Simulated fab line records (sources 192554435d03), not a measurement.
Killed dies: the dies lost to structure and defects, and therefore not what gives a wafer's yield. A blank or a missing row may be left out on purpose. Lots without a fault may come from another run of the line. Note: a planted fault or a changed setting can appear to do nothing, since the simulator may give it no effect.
A struck lot beside a sound one || flow n5-finfet || 14 out of 1938 route steps
Sound: the wafers L402.1, L402.3, L402.4. Struck: wafer L416.6. (L416.2 of the same lot was not struck and is left out.) The cause comes at the end.
For every step that has rows: the tool of each side, followed by ch and its chambers, followed by its first start. Under that, the readings that differ: sound wafers || struck wafers || difference of the means || sigmas: that difference in standard deviations of wafers without a fault.
alike: a reading whose means differ by less than 2 such deviations, as well as words and numbers matching on both sides. not compared: withheld readings; readings where some wafer has no value; bounds like >300 that might hide an equal value; numbers whose values overlap and for which the record gives no deviation.
A row with sigmas, a row that says differs or no value, or rows on one side alone: a step with any of these is where the two part. Non-overlapping numbers with no deviation appear without sigmas and do not part them. A reading that every wafer of one side lacks parts them only if that side has two wafers or more.

first, 7 steps without rows for these wafers: N5_BEOL_M7_COAT_60 (time 60 s, resist thk 35 nm); N5_BEOL_M7_COAT_05 (resist thk 90 nm); N5_BEOL_M7_EBR_07; N5_BEOL_M7_SOFTBAKE_06 (time 60 s); N5_BEOL_M7_EXPOSE_08 (exposes mask M7); N5_BEOL_M7_PEB_09 (peb time 60 s); N5_BEOL_M7_DEVELOP_10 (develop time 30 s).
N5_BEOL_M7_CD_MEAS_11: target cd 38.5 nm.
  sound on cd-sem-01 ch 0, day 9 05:59; struck on cd-sem-02 ch 0, day 12 12:36
  alike: cd-nm
N5_BEOL_M7_OVL_MEAS_12:
  sound on overlay-01 ch 0, day 9 06:01; struck on overlay-01 ch 0, day 12 12:37
  alike: M7_OVL
N5_BEOL_M7_INSPECT_13: inspects for defects (brightfield).
  sound on defect-inspect-02 at day 9 06:02; struck on defect-inspect-02 at day 12 12:39
  alike: raw-defect-count
N5_BEOL_M7_DESCUM_16: chemistry O2, time 7.9 s.
  sound on rie-diel-03 ch 0,2,3, day 9 06:05; struck on rie-diel-03 ch 2, day 12 12:55
  alike: drypump-motor-current-A, oes-product-au, rf-vpp-V, showerhead-plenum-p-Torr, throttle-valve-pct
  not compared: rf-hours-counter-h
N5_BEOL_M7_ETCH_61: etches SiARC in CF4, target depth 45.5 nm, time 75.8 s.
  sound on rie-diel-03 ch 0,2,3, day 9 06:08; struck on rie-diel-03 ch 2, day 12 12:56
  alike: drypump-motor-current-A, etch-rf-on-time-s, oes-product-au, rf-vpp-V, showerhead-plenum-p-Torr, throttle-valve-pct
  not compared: rf-hours-counter-h
N5_BEOL_M7_ETCH_62: etches SOC in N2/H2, target depth 110 nm, overetch 22 nm, time 165 s.
  sound on rie-diel-03 ch 0,2,3, day 9 06:11; struck on rie-diel-03 ch 2, day 12 13:00
{"reading": "model.SiARC_of_BEOL_M7_COAT_60.thk-nm (nm)", "sound": "28 28.4 28", "struck": 25.6, "difference": -2.5, "sigmas": ""}
  alike: drypump-motor-current-A, oes-product-au, rf-vpp-V, showerhead-plenum-p-Torr, throttle-valve-pct
  not compared: rf-hours-counter-h
then, 1 step without rows for these wafers: N5_BEOL_M7_STRIP_68 (strips in N2/H2).

WHERE THEY PART
Nowhere in this record.

WHY: whatever the simulator had introduced
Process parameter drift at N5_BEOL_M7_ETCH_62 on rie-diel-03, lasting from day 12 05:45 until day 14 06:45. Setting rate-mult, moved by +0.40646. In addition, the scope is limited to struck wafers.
